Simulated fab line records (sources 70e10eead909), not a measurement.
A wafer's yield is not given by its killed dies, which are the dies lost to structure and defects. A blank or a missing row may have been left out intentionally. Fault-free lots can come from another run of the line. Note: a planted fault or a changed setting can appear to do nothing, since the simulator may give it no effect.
fab line records | flow nandHarc | part 1 of 2: steps 1 to 21 of 33
record: lots: 5 | wafers: 15 | lastDay: 33
route steps=1302 shown P_M2@329 P_BONDPAD@351
lots that met no fault: from a run of the same line without faults
startH: the number of hours between the record's first day and the start of the first shown wafer of the lot | waitH: hours elapsed since this lot's preceding step | " same as the row above | L1.1+2: a row that stands for several wafers | - value missing, or start not given | * or withheld: withheld | < > ~ a bound
route shown NAME@n: a module of which the file shows steps, and the number in the route of the first | usual: the fault-free wafers' mean and standard deviation | same: alike in all rows | chamber/n: place in a boat | sites: the reading at each site | _std_site: standard deviation across them | _edge_site: the outer-site mean with the inner-site mean subtracted | radiusMm: how far each site lies from the wafer's centre | mask NAME#n: copy n | behind: the last tool/chamber to shape the wafer | hold: the reason the lot was held/the length of the hold in hours/how it ended | device: names the non-switching transistor (n, p or np) | end of line: tests of these same wafers at the route's end | for a step that has no rows: nothing shown but its recipe | killed: count of dies lost to structure and defects at first sort (not the wafer's yield) | map: the dies of a wafer, with x for killed, . for not killed, _ for no die there
set.NAME: the run value of the setting; set.NAME@STEP: its run value at that earlier step | model.NAME: the simulator's own value behind a step, which no gauge read
lots at selected steps of the route; one table per step, one row per wafer
services: the hour from which a tool's chamber was out of use, counted from the record's first day as startH (under 0 if before that day), plus the number of hours and why
== steps ==
step: NHARC_P_M2_OVL_MEAS_10
recipe: pitchNm: 340
usual: overlayXNm: -0.1/0.83 | overlayYNm: 0.3/0.67
lot.wafer | tool       | chamber | startH | waitH | overlayXNm | overlayYNm
L076.2    | overlay-01 | -       | 144.56 | -     | -0.9       | 0.4
L076.4    | "          | -       | "      | "     | -0.5       | 0.1
L076.5    | "          | -       | "      | "     | -0.2       | -0.4
L079.1    | overlay-02 | -       | 177.81 | -     | 1.6        | 0.4
L079.4    | "          | -       | "      | "     | 2.0        | 0.2
L079.5    | "          | -       | "      | "     | 1.3        | 0.6
L087.2    | overlay-01 | -       | 260.42 | -     | 0.8        | 0.3
L087.3    | "          | -       | "      | "     | 0.5        | 0.3
L087.5    | "          | -       | "      | "     | 0.8        | 0.1
L091.2    | overlay-02 | -       | 299.60 | -     | 0.3        | 0.5
L091.4    | "          | -       | "      | "     | 0.9        | 0.9
L091.6    | "          | -       | "      | "     | 0.3        | 0.7
L094.3    | overlay-02 | -       | 336.37 | -     | 0.5        | -0.1
L094.4    | "          | -       | "      | "     | 0.8        | -0.7
L094.6    | "          | -       | "      | "     | 0.3        | -0.7
step: NHARC_P_M2_INSPECT_11
usual: rawDefectCount: 4.7/2.9
lot.wafer | tool             | chamber | startH | waitH | rawDefectCount
L076.2    | defectInspect-02 | -       | 144.60 | 0.0   | 3
L076.4    | "                | -       | "      | "     | 2
L076.5    | "                | -       | "      | "     | 2
L079.1    | defectInspect-02 | -       | 177.85 | 0.0   | 7
L079.4    | "                | -       | "      | "     | 8
L079.5    | "                | -       | "      | "     | 5
L087.2    | defectInspect-02 | -       | 260.45 | 0.0   | 12
L087.3    | "                | -       | "      | "     | 11
L087.5    | "                | -       | "      | "     | 11
L091.2    | defectInspect-02 | -       | 299.64 | 0.0   | 3
L091.4    | "                | -       | "      | "     | 3
L091.6    | "                | -       | "      | "     | 2
L094.3    | defectInspect-02 | -       | 336.40 | 0.0   | 11
L094.4    | "                | -       | "      | "     | 11
L094.6    | "                | -       | "      | "     | 7
step: NHARC_P_M2_DESCUM_14
recipe: timeS: 3 | o2FlowSccm: 200 | arFlowSccm: 0 | biasPowerW: 0 | chemistry: O2
usual: drypumpMotorCurrentA: 5.7/0.35 | oesProductAu: 1.003/0.01 | rfVppV: 57.7/0.87 | showerheadPlenumPTorr: 1.89/0.055 | throttleValvePct: 11.312/0.0087
lot.wafer | tool       | chamber | startH | waitH | drypumpMotorCurrentA | oesProductAu | rfHoursCounterH | rfVppV | showerheadPlenumPTorr | throttleValvePct
L076.4    | rieDiel-05 | 2       | 144.68 | 0.1   | 5.4                  | 0.996        | 4.4             | 58.2   | 1.98                  | 11.297
L076.2    | "          | 3       | "      | "     | 5.3                  | 0.992        | 4.3             | 57.2   | 1.87                  | 11.321
L076.5    | "          | 3       | "      | "     | 5.4                  | 0.992        | -               | 58.1   | 1.87                  | 11.301
L079.4    | rieDiel-02 | 0       | 177.91 | 0.1   | 5.6                  | 1.003        | 5.9             | 56.2   | 1.85                  | 11.341
L079.1    | "          | 2       | "      | "     | 6.0                  | 0.976        | 6.9             | 57.1   | 1.81                  | 11.320
L079.5    | "          | 1       | "      | "     | 6.0                  | 0.990        | -               | 57.8   | 1.80                  | 11.315
L087.3    | rieDiel-05 | 0       | 260.53 | 0.1   | 5.5                  | 1.011        | 1.1             | 56.9   | 1.88                  | 11.334
L087.2    | "          | 1       | "      | "     | 6.3                  | 1.008        | 1.5             | 57.5   | 1.95                  | 11.309
L087.5    | "          | 1       | "      | "     | 6.3                  | 1.003        | -               | 58.4   | 1.95                  | 11.304
L091.2    | rieDiel-05 | 2       | 299.71 | 0.1   | 5.4                  | 0.995        | 3.6             | 58.0   | 1.98                  | 11.327
L091.4    | "          | 3       | "      | "     | 5.4                  | 0.989        | 2.3             | 58.5   | 1.87                  | 11.305
L091.6    | "          | 2       | "      | "     | 5.5                  | 0.996        | -               | 57.5   | 1.98                  | 11.321
L094.3    | rieDiel-01 | 0       | 336.47 | 0.1   | 6.0                  | 1.018        | 6.9             | 56.4   | 1.91                  | 11.309
L094.4    | "          | 2       | "      | "     | 5.3                  | 0.989        | 6.5             | 56.8   | 1.92                  | 11.307
L094.6    | "          | 0       | "      | "     | 6.0                  | 1.011        | -               | 58.3   | 1.92                  | 11.306
step: NHARC_P_M2_ETCH_35
recipe: targetDepthA: 400 | overetchA: 120 | timeS: 43.94 | ionEnergyEv: 200 | n2FlowSccm: 150 | h2FlowSccm: 150 | arFlowSccm: 0 | rfW: 400 | biasW: 150 | chemistry: N2/H2
usual: drypumpMotorCurrentA: 5.7/0.36 | h2FlowSccm: 150.0/0.42 | oesProductAu: 1.001/0.011 | rfVppV: 429.9/1.8 | showerheadPlenumPTorr: 2.02/0.06 | throttleValvePct: 14.171/0.0091
lot.wafer | tool       | chamber | startH | waitH | drypumpMotorCurrentA | h2FlowSccm | oesProductAu | rfHoursCounterH | rfVppV | showerheadPlenumPTorr | throttleValvePct
L076.2    | rieDiel-05 | 3       | 144.76 | 0.1   | 5.3                  | 150.5      | 1.004        | 4.3             | 429.7  | 1.99                  | 14.171
L076.4    | "          | 2       | "      | "     | 5.5                  | 149.6      | 0.982        | 4.4             | 432.2  | 2.12                  | 14.158
L076.5    | "          | 0       | "      | "     | 5.4                  | 150.0      | 1.002        | -               | 429.6  | 2.00                  | 14.171
L079.1    | rieDiel-02 | 3       | 178.00 | 0.1   | 6.0                  | 149.4      | 1.002        | 6.7             | 427.7  | 1.96                  | 14.173
L079.4    | "          | 1       | "      | "     | 6.0                  | 150.0      | 1.013        | 6.1             | 427.3  | 1.92                  | 14.173
L079.5    | "          | 2       | "      | "     | 6.0                  | 150.1      | 0.988        | -               | 426.4  | 1.92                  | 14.178
L087.3    | rieDiel-05 | 0       | 260.62 | 0.1   | 5.4                  | 149.9      | 1.014        | 1.2             | 429.0  | 2.00                  | 14.172
L087.2    | "          | 1       | "      | "     | 6.3                  | 149.3      | 0.987        | 1.5             | 433.0  | 2.08                  | 14.164
L087.5    | "          | 1       | "      | "     | 6.4                  | 149.4      | 0.993        | -               | 430.4  | 2.08                  | 14.172
L091.4    | rieDiel-05 | 0       | 299.79 | 0.1   | 5.4                  | 150.8      | 1.014        | 3.0             | 429.3  | 2.00                  | 14.179
L091.2    | "          | 1       | "      | "     | 6.3                  | 150.3      | 0.995        | 3.3             | 431.9  | 2.08                  | 14.168
L091.6    | "          | 0       | "      | "     | 5.4                  | 150.3      | 1.010        | -               | 431.1  | 2.00                  | 14.153
L094.3    | rieDiel-01 | 1       | 336.55 | 0.1   | 5.3                  | 150.3      | 1.017        | 6.8             | 428.7  | 1.97                  | 14.183
L094.4    | "          | 3       | "      | "     | 5.6                  | 150.4      | 1.010        | 7.1             | 428.6  | 1.98                  | 14.175
L094.6    | "          | 1       | "      | "     | 5.4                  | 151.0      | 1.016        | -               | 427.9  | 1.97                  | 14.167
step: NHARC_P_M2_ETCH_15
recipe: targetDepthA: 1825 | timeS: 91.2 | c4f8FlowSccm: withheld | arFlowSccm: 400 | rfW: 600 | biasW: 300 | chemistry: C4F8/Ar
usual: oesProductAu: 0.946/0.021 | rfVppV: 440.3/2
lot.wafer | tool       | chamber | startH | waitH | oesProductAu | rfHoursCounterH | rfVppV
L076.4    | rieDiel-05 | 0       | -      | -     | 0.983        | 4.5             | 440.6
L076.2    | "          | 1       | "      | "     | 0.963        | 3.3             | 442.3
L076.5    | "          | 0       | "      | "     | 0.972        | -               | 437.8
L079.1    | rieDiel-02 | 1       | -      | -     | 0.922        | 6.1             | 436.3
L079.4    | "          | 3       | "      | "     | 0.918        | 6.8             | 439.2
L079.5    | "          | 2       | "      | "     | 0.918        | -               | 437.0
L087.3    | rieDiel-05 | 2       | -      | -     | 0.949        | 1.8             | 442.7
L087.2    | "          | 0       | "      | "     | 0.974        | 1.2             | 439.8
L087.5    | "          | 0       | "      | "     | 0.974        | -               | 440.0
L091.2    | rieDiel-05 | 2       | -      | -     | 0.952        | 3.6             | 442.9
L091.4    | "          | 3       | "      | "     | 0.972        | 2.3             | 439.8
L091.6    | "          | 2       | "      | "     | 0.958        | -               | 445.0
L094.4    | rieDiel-01 | 3       | -      | -     | 0.929        | 7.1             | 439.0
L094.3    | "          | 2       | "      | "     | 0.915        | 6.6             | 440.6
L094.6    | "          | 3       | "      | "     | 0.928        | -               | 439.4
step: NHARC_P_M2_CD_MEAS_16
usual: cdNm: 170.4/0.89
lot.wafer | tool     | chamber | startH | waitH | cdNm
L076.2    | cdSem-01 | -       | 144.99 | -     | 169.6
L076.4    | "        | -       | "      | "     | 170.2
L076.5    | "        | -       | "      | "     | 169.6
L079.1    | cdSem-01 | -       | 178.21 | -     | 170.1
L079.4    | "        | -       | "      | "     | 170.1
L079.5    | "        | -       | "      | "     | 170.2
L087.2    | cdSem-03 | -       | 260.87 | -     | 171.7
L087.3    | "        | -       | "      | "     | 170.7
L087.5    | "        | -       | "      | "     | 171.6
L091.2    | cdSem-01 | -       | 300.01 | -     | 169.9
L091.4    | "        | -       | "      | "     | 169.4
L091.6    | "        | -       | "      | "     | 171.7
L094.3    | cdSem-01 | -       | 336.77 | -     | 169.9
L094.4    | "        | -       | "      | "     | 168.8
L094.6    | "        | -       | "      | "     | 169.3
step: NHARC_P_M2_STRIP_18
recipe: powerW: 1000 | n2FlowSccm: 150 | h2FlowSccm: 150 | arFlowSccm: 0 | biasW: 0 | chemistry: N2/H2
usual: drypumpMotorCurrentA: 5.6/0.34 | h2FlowSccm: 150.0/0.42 | oesProductAu: 1.002/0.0094 | rfVppV: 90.5/0.87 | showerheadPlenumPTorr: 2.02/0.058 | throttleValvePct: 14.171/0.0096
lot.wafer | tool       | chamber | startH | waitH | drypumpMotorCurrentA | h2FlowSccm | oesProductAu | rfHoursCounterH | rfVppV | showerheadPlenumPTorr | throttleValvePct
L076.4    | rieDiel-01 | 0       | 145.08 | 0.1   | 6.0                  | 150.3      | 1.007        | 7.3             | 88.6   | 2.04                  | 14.173
L076.2    | "          | 1       | "      | "     | 5.3                  | 150.1      | 1.008        | 8.7             | 89.1   | 1.98                  | 14.179
L076.5    | "          | 3       | "      | "     | 5.6                  | 150.1      | 1.011        | -               | 90.0   | 1.99                  | 14.172
L079.1    | rieDiel-01 | 1       | 178.29 | 0.1   | 5.4                  | 149.8      | 1.008        | 10.2            | 91.2   | 1.97                  | 14.163
L079.4    | "          | 3       | "      | "     | 5.6                  | 150.0      | 1.004        | 7.2             | 91.4   | 1.98                  | 14.170
L079.5    | "          | 2       | "      | "     | 5.3                  | 149.5      | 1.008        | -               | 91.0   | 2.05                  | 14.178
L087.2    | rieDiel-05 | 1       | 260.94 | 0.1   | 6.3                  | 149.9      | 1.005        | 1.6             | 90.7   | 2.08                  | 14.176
L087.3    | "          | 2       | "      | "     | 5.5                  | 150.6      | 1.003        | 1.9             | 90.5   | 2.12                  | 14.170
L087.5    | "          | 1       | "      | "     | 6.3                  | 150.3      | 1.001        | -               | 90.9   | 2.08                  | 14.164
L091.4    | rieDiel-05 | 3       | 300.08 | 0.1   | 5.3                  | 150.4      | 0.995        | 2.3             | 90.9   | 1.99                  | 14.159
L091.2    | "          | 0       | "      | "     | 5.4                  | 150.0      | 1.021        | 3.1             | 90.1   | 2.00                  | 14.169
L091.6    | "          | 0       | "      | "     | 5.4                  | 149.7      | 1.007        | -               | 90.4   | 2.00                  | 14.182
L094.3    | rieDiel-05 | 2       | 336.84 | 0.1   | 5.5                  | 149.9      | 0.985        | 5.8             | 90.3   | 2.11                  | 14.169
L094.4    | "          | 3       | "      | "     | 5.4                  | 150.0      | 0.987        | 3.9             | 89.8   | 1.99                  | 14.180
L094.6    | "          | 3       | "      | "     | 5.3                  | 150.5      | 0.992        | -               | 89.8   | 1.99                  | 14.154
step: NHARC_P_M2_ETCH_28
recipe: targetDepthA: 300 | overEtchFrac: 0.3 | timeS: 72.99 | ionEnergyEv: 150 | cf4FlowSccm: 50 | n2FlowSccm: 100 | arFlowSccm: 150 | rfW: 300 | biasW: 100 | chemistry: CF4/N2
usual: drypumpMotorCurrentA: 5.7/0.35 | oesProductAu: 1.001/0.0093 | rfVppV: 313.7/1.5 | showerheadPlenumPTorr: 2.60/0.067 | throttleValvePct: 19.793/0.0083
lot.wafer | tool       | chamber | startH | waitH | drypumpMotorCurrentA | oesProductAu | rfHoursCounterH | rfVppV | showerheadPlenumPTorr | throttleValvePct
L076.2    | rieDiel-01 | 1       | -      | -     | 5.3                  | 1.010        | 8.7             | 312.5  | 2.55                  | 19.797
L076.4    | "          | 2       | "      | "     | 5.3                  | 1.007        | 7.5             | 313.0  | 2.64                  | 19.800
L076.5    | "          | 1       | "      | "     | 5.3                  | 1.014        | -               | 312.5  | 2.55                  | 19.790
L079.1    | rieDiel-01 | 2       | -      | -     | 5.3                  | 0.998        | 8.6             | 313.9  | 2.64                  | 19.792
L079.4    | "          | 3       | "      | "     | 5.6                  | 1.005        | 7.2             | 312.7  | 2.56                  | 19.802
L079.5    | "          | 1       | "      | "     | 5.3                  | 1.006        | -               | 312.2  | 2.55                  | 19.802
L087.3    | rieDiel-05 | 2       | -      | -     | 5.4                  | 1.006        | 1.9             | 316.6  | 2.72                  | 19.773
L087.2    | "          | 0       | "      | "     | 5.5                  | 1.019        | 1.3             | 313.2  | 2.58                  | 19.807
L087.5    | "          | 2       | "      | "     | 5.4                  | 1.005        | -               | 315.0  | 2.72                  | 19.787
L091.2    | rieDiel-05 | 0       | -      | -     | 5.5                  | 1.015        | 3.1             | 314.6  | 2.58                  | 19.797
L091.4    | "          | 1       | "      | "     | 6.3                  | 1.010        | 3.4             | 314.8  | 2.67                  | 19.796
L091.6    | "          | 1       | "      | "     | 6.3                  | 0.998        | -               | 316.0  | 2.67                  | 19.782
L094.3    | rieDiel-05 | 2       | -      | -     | 5.5                  | 1.012        | 5.8             | 315.7  | 2.71                  | 19.796
L094.4    | "          | 3       | "      | "     | 5.3                  | 0.992        | 4.0             | 314.2  | 2.56                  | 19.790
L094.6    | "          | 1       | "      | "     | 6.3                  | 0.997        | -               | 313.7  | 2.67                  | 19.795
step: NHARC_P_M2_STRIP_19
recipe: timeS: 600 | tempC: 30 | chemistry: postEtchResidueRemover
lot.wafer  | tool        | chamber | startH | waitH
L076.5+4+2 | wetBench-08 | 1,2,3   | 145.44 | -
L079.4+1+5 | wetBench-10 | 4,6,7   | 178.67 | -
L087.2+5+3 | wetBench-08 | 4,7,0   | 261.37 | -
L091.2+4+6 | wetBench-10 | 4,5,7   | 300.45 | -
L094.4+6+3 | wetBench-08 | 6,7,2   | 337.22 | -
step: NHARC_P_M2_DEGAS_29
recipe: tempC: 250 | timeS: 60
usual: heaterPowerW: 336/41 | susceptorTempC: 250.03/0.16
lot.wafer | tool          | chamber | startH | waitH | heaterPowerW | susceptorTempC
L076.2    | pvdSputter-03 | -       | 145.70 | -     | 386          | 249.92
L076.4    | "             | -       | "      | "     | 314          | 249.97
L076.5    | "             | -       | "      | "     | 390          | 250.26
L079.1    | pvdSputter-02 | -       | 178.93 | -     | 283          | 250.28
L079.4    | "             | -       | "      | "     | 324          | 250.00
L079.5    | "             | -       | "      | "     | 286          | 250.08
L087.3    | pvdSputter-01 | -       | 261.64 | -     | 405          | 250.42
L087.2    | "             | -       | "      | "     | 321          | 249.96
L087.5    | "             | -       | "      | "     | 316          | 249.99
L091.2    | pvdSputter-01 | -       | 300.74 | -     | 366          | -
L091.4    | "             | -       | "      | "     | 406          | -
L091.6    | "             | -       | "      | "     | 369          | -
L094.4    | pvdSputter-03 | -       | 337.48 | -     | 325          | 249.98
L094.3    | "             | -       | "      | "     | 369          | 250.08
L094.6    | "             | -       | "      | "     | 322          | 250.16
step: NHARC_P_M2_PRE_CLEAN_30
recipe: timeS: 30 | tempC: 280 | gas: H2/He
usual: heaterPowerW: 411/47 | susceptorTempC: 279.99/0.21
lot.wafer | tool          | chamber | startH | waitH | heaterPowerW | susceptorTempC
L076.4    | pvdSputter-03 | -       | -      | -     | 397          | 279.93
L076.2    | "             | -       | "      | "     | 388          | 280.07
L076.5    | "             | -       | "      | "     | 468          | 280.33
L079.1    | pvdSputter-02 | -       | -      | -     | 378          | 279.87
L079.4    | "             | -       | "      | "     | 393          | 279.85
L079.5    | "             | -       | "      | "     | 355          | 279.44
L087.2    | pvdSputter-01 | -       | -      | -     | 495          | 279.73
L087.3    | "             | -       | "      | "     | 458          | 280.03
L087.5    | "             | -       | "      | "     | 415          | 279.77
L091.2    | pvdSputter-01 | -       | -      | -     | 451          | 280.10
L091.4    | "             | -       | "      | "     | 492          | 279.75
L091.6    | "             | -       | "      | "     | 422          | 280.18
L094.4    | pvdSputter-03 | -       | -      | -     | 357          | 279.82
L094.3    | "             | -       | "      | "     | 448          | 280.16
L094.6    | "             | -       | "      | "     | 405          | 279.81
step: NHARC_P_M2_PVD_20
recipe: targetThkA: 50 | biasV: 168.6 | powerW: 15000 | chamberPressurePa: 0.12 | timeS: 8.06 | substrateTempC: 50 | material: TaN
usual: cathodeDcPowerW: 15000/2.6 | throttleValvePct: 29.7/0.94
lot.wafer | tool          | chamber | startH | waitH | cathodeDcPowerW | throttleValvePct
L076.4    | pvdSputter-03 | -       | -      | -     | 15001           | 29.9
L076.2    | "             | -       | "      | "     | 14997           | 31.0
L076.5    | "             | -       | "      | "     | 15000           | 30.0
L079.1    | pvdSputter-02 | -       | -      | -     | 14998           | 27.6
L079.4    | "             | -       | "      | "     | 15003           | 30.0
L079.5    | "             | -       | "      | "     | 14997           | 30.2
L087.2    | pvdSputter-01 | -       | -      | -     | 15002           | 30.5
L087.3    | "             | -       | "      | "     | 14998           | 29.0
L087.5    | "             | -       | "      | "     | 15002           | 30.4
L091.2    | pvdSputter-01 | -       | -      | -     | 14999           | 30.2
L091.4    | "             | -       | "      | "     | 15000           | 30.0
L091.6    | "             | -       | "      | "     | 15002           | 30.5
L094.3    | pvdSputter-03 | -       | -      | -     | 14999           | 30.7
L094.4    | "             | -       | "      | "     | 14998           | 29.0
L094.6    | "             | -       | "      | "     | 14996           | 30.4
step: NHARC_P_M2_PVD_21
recipe: targetThkA: 300 | chamberPressurePa: 5 | powerW: 5000 | substrateTempC: 30 | timeS: 20.49 | material: Cu
usual: cathodeDcPowerW: 4999.9/0.89 | throttleValvePct: 29.8/0.83
lot.wafer | tool          | chamber | startH | waitH | cathodeDcPowerW | throttleValvePct
L076.2    | pvdSputter-03 | -       | -      | -     | 5000.3          | 30.8
L076.4    | "             | -       | "      | "     | 4999.8          | 30.4
L076.5    | "             | -       | "      | "     | 4999.2          | 30.4
L079.4    | pvdSputter-02 | -       | -      | -     | 4998.9          | 27.6
L079.1    | "             | -       | "      | "     | 4998.7          | 29.8
L079.5    | "             | -       | "      | "     | 5000.4          | 29.9
L087.2    | pvdSputter-01 | -       | -      | -     | 4998.3          | 29.0
L087.3    | "             | -       | "      | "     | 4999.1          | 30.0
L087.5    | "             | -       | "      | "     | 5000.6          | 28.9
L091.4    | pvdSputter-01 | -       | -      | -     | 5000.3          | 30.1
L091.2    | "             | -       | "      | "     | 5000.3          | 29.2
L091.6    | "             | -       | "      | "     | 4999.1          | 30.5
L094.3    | pvdSputter-03 | -       | -      | -     | 5000.5          | 30.4
L094.4    | "             | -       | "      | "     | 5000.1          | 29.3
L094.6    | "             | -       | "      | "     | 5000.6          | 30.3
step: NHARC_P_M2_ECD_22
recipe: targetThkA: 4000 | bathTempC: 25 | material: Cu
lot.wafer  | tool     | chamber | startH | waitH
L076.2+4+5 | ecdCu-01 | 1,0,1   | 146.11 | -
L079.1+4+5 | ecdCu-01 | 1,0,1   | 179.36 | -
L087.2+3+5 | ecdCu-02 | 0,1,1   | 262.05 | -
L091.2+4+6 | ecdCu-01 | 0,1,1   | 301.23 | -
L094.3+4+6 | ecdCu-02 | 1,0,0   | 338.02 | -
step: NHARC_P_M2_ANNEAL_31
recipe: tempC: 225 | timeS: 90
usual: wafer_temp_C_max: 225.9/0.35
lot.wafer | tool         | chamber | startH | waitH | wafer_temp_C_max
L076.2    | rtpAnneal-01 | 0       | 146.49 | 0.3   | 225.9
L076.4    | "            | 0       | "      | "     | 225.7
L076.5    | "            | 0       | "      | "     | 226.0
L079.1    | rtpAnneal-01 | 0       | 179.69 | 0.3   | 225.8
L079.4    | "            | 0       | "      | "     | 226.6
L079.5    | "            | 0       | "      | "     | 226.2
L087.2    | rtpAnneal-01 | 0       | 262.43 | 0.3   | 226.2
L087.3    | "            | 0       | "      | "     | 226.1
L087.5    | "            | 0       | "      | "     | 226.4
L091.2    | rtpAnneal-02 | 0       | 301.64 | -     | 225.6
L091.4    | "            | 0       | "      | "     | 225.4
L091.6    | "            | 0       | "      | "     | 225.8
L094.3    | rtpAnneal-02 | 0       | 338.40 | -     | 225.3
L094.4    | "            | 0       | "      | "     | 225.7
L094.6    | "            | 0       | "      | "     | 225.4
step: NHARC_P_M2_CMP_23
recipe: tOverpolishS: 20 | targetThkNm: 144.3
usual: motorCurrentA: 11.7/0.82 | timeToEndpointS: 28.2/2.9
same: tOverpolishS: 20
lot.wafer | tool   | chamber | startH | waitH | motorCurrentA | timeToEndpointS
L076.2    | cmp-04 | 1       | 146.79 | -     | 11.8          | 31.5
L076.4    | "      | 0       | "      | "     | 11.3          | 32.4
L076.5    | "      | 2       | "      | "     | 12.3          | 25.8
L079.4    | cmp-03 | 0       | 180.06 | -     | 11.5          | 28.3
L079.1    | "      | 1       | "      | "     | 13.5          | 28.6
L079.5    | "      | 3       | "      | "     | 12.3          | 26.2
L087.3    | cmp-02 | 1       | 262.75 | -     | 9.9           | 24.8
L087.2    | "      | 3       | "      | "     | 11.5          | 25.0
L087.5    | "      | 1       | "      | "     | 9.1           | 25.7
L091.2    | cmp-03 | 3       | 301.94 | -     | 11.6          | 21.6
L091.4    | "      | 2       | "      | "     | 11.9          | 25.4
L091.6    | "      | 3       | "      | "     | 11.6          | 24.8
L094.3    | cmp-04 | 2       | 338.67 | -     | 11.8          | 24.0
L094.4    | "      | 3       | "      | "     | 12.3          | 27.2
L094.6    | "      | 2       | "      | "     | 11.8          | 25.9
step: NHARC_P_M2_THK_MEAS_24
recipe: thkMeasGauge: xrf
usual: thkNm: 143.9/1.5
lot.wafer | tool         | chamber | startH | waitH | thkNm
L076.2    | filmMetro-02 | -       | 147.10 | -     | 144.3
L076.4    | "            | -       | "      | "     | 145.0
L076.5    | "            | -       | "      | "     | 142.6
L079.1    | filmMetro-02 | -       | 180.35 | -     | 145.2
L079.4    | "            | -       | "      | "     | 144.6
L079.5    | "            | -       | "      | "     | 142.8
L087.2    | filmMetro-02 | -       | 263.03 | -     | 143.8
L087.3    | "            | -       | "      | "     | 143.6
L087.5    | "            | -       | "      | "     | 145.9
L091.2    | filmMetro-01 | -       | 302.26 | -     | 141.3
L091.4    | "            | -       | "      | "     | 143.8
L091.6    | "            | -       | "      | "     | 142.7
L094.3    | filmMetro-02 | -       | 338.96 | -     | 143.4
L094.4    | "            | -       | "      | "     | 145.8
L094.6    | "            | -       | "      | "     | 142.1
step: NHARC_P_M2_SRD_25
lot.wafer  | tool        | chamber | startH | waitH
L076.2+5+4 | wetBench-08 | 6,1,2   | 147.14 | 0.0
L079.4+1+5 | wetBench-10 | 3,4,5   | 180.40 | 0.0
L087.2+5+3 | wetBench-10 | 2,3,6   | 263.07 | 0.0
L091.6+4+2 | wetBench-10 | 7,0,2   | 302.30 | 0.0
L094.6+3+4 | wetBench-10 | 0,1,3   | 339.00 | 0.0
step: NHARC_P_M2_INSPECT_27
usual: rawDefectCount: 327/110
lot.wafer | tool             | chamber | startH | waitH | rawDefectCount
L076.2    | defectInspect-01 | -       | 147.26 | 0.0   | 184
L076.4    | "                | -       | "      | "     | 314
L076.5    | "                | -       | "      | "     | 295
L079.1    | defectInspect-01 | -       | 180.51 | 0.0   | 361
L079.4    | "                | -       | "      | "     | 362
L079.5    | "                | -       | "      | "     | 214
L087.2    | defectInspect-02 | -       | 263.19 | 0.0   | 397
L087.3    | "                | -       | "      | "     | 259
L087.5    | "                | -       | "      | "     | 321
L091.2    | defectInspect-01 | -       | 302.41 | 0.0   | 372
L091.4    | "                | -       | "      | "     | 472
L091.6    | "                | -       | "      | "     | 392
L094.3    | defectInspect-02 | -       | 339.12 | 0.0   | 187
L094.4    | "                | -       | "      | "     | 145
L094.6    | "                | -       | "      | "     | 134
step: NHARC_P_M2_PRE_CLEAN_32
recipe: timeS: 12 | tempC: 370 | rfPowerW: 300 | gas: NH3
usual: heaterPowerW: 621/69 | susceptorTempC: 370.02/0.22
lot.wafer | tool     | chamber | startH | waitH | heaterPowerW | susceptorTempC
L076.2    | pecvd-02 | 0       | 147.32 | 0.1   | 706          | 370.06
L076.4    | "        | 0       | "      | "     | 694          | 369.82
L076.5    | "        | 2       | "      | "     | 572          | 369.62
L079.1    | pecvd-01 | 1       | 180.60 | 0.1   | 562          | 370.32
L079.5    | "        | 0       | "      | "     | 659          | 370.09
L079.4    | "        | 1       | "      | "     | 573          | 370.15
L087.2    | pecvd-01 | 1       | 263.26 | 0.1   | 570          | 370.01
L087.3    | "        | 0       | "      | "     | 625          | 369.73
L087.5    | "        | 0       | "      | "     | 629          | 369.85
L091.2    | pecvd-02 | 1       | 302.51 | 0.1   | 690          | 369.83
L091.6    | "        | 2       | "      | "     | 620          | 369.98
L091.4    | "        | 1       | "      | "     | 710          | 370.15
L094.3    | pecvd-01 | 1       | 339.21 | 0.1   | 553          | 370.26
L094.6    | "        | 2       | "      | "     | 516          | 370.07
L094.4    | "        | 0       | "      | "     | 693          | 369.74
step: NHARC_P_M2_DEP_33
recipe: targetThkA: 300 | tempC: 370 | targetThkNm: 30 | pressureTorr: 3 | flowSccm: 200 | rfW: 450 | material: SiCN
usual: heaterPowerW: 577/74 | susceptorTempC: 370.00/0.2
lot.wafer | tool     | chamber | startH | waitH | heaterPowerW | susceptorTempC
L076.2    | pecvd-02 | 0       | 147.40 | 0.1   | 657          | 370.28
L076.4    | "        | 0       | "      | "     | 657          | 370.20
L076.5    | "        | 2       | "      | "     | 545          | 369.97
L079.1    | pecvd-01 | 1       | 180.74 | 0.1   | 566          | 370.09
L079.5    | "        | 0       | "      | "     | 610          | 370.23
L079.4    | "        | 1       | "      | "     | 580          | 369.94
L087.2    | pecvd-01 | 1       | 263.34 | 0.1   | 534          | 369.97
L087.3    | "        | 0       | "      | "     | 633          | 369.86
L087.5    | "        | 0       | "      | "     | 636          | 369.97
L091.2    | pecvd-02 | 1       | 302.65 | 0.1   | 606          | 369.83
L091.6    | "        | 2       | "      | "     | 570          | 369.68
L091.4    | "        | 1       | "      | "     | 608          | 369.90
L094.3    | pecvd-01 | 1       | 339.35 | 0.1   | 497          | 370.13
L094.6    | "        | 2       | "      | "     | 451          | 369.75
L094.4    | "        | 0       | "      | "     | 655          | 370.06
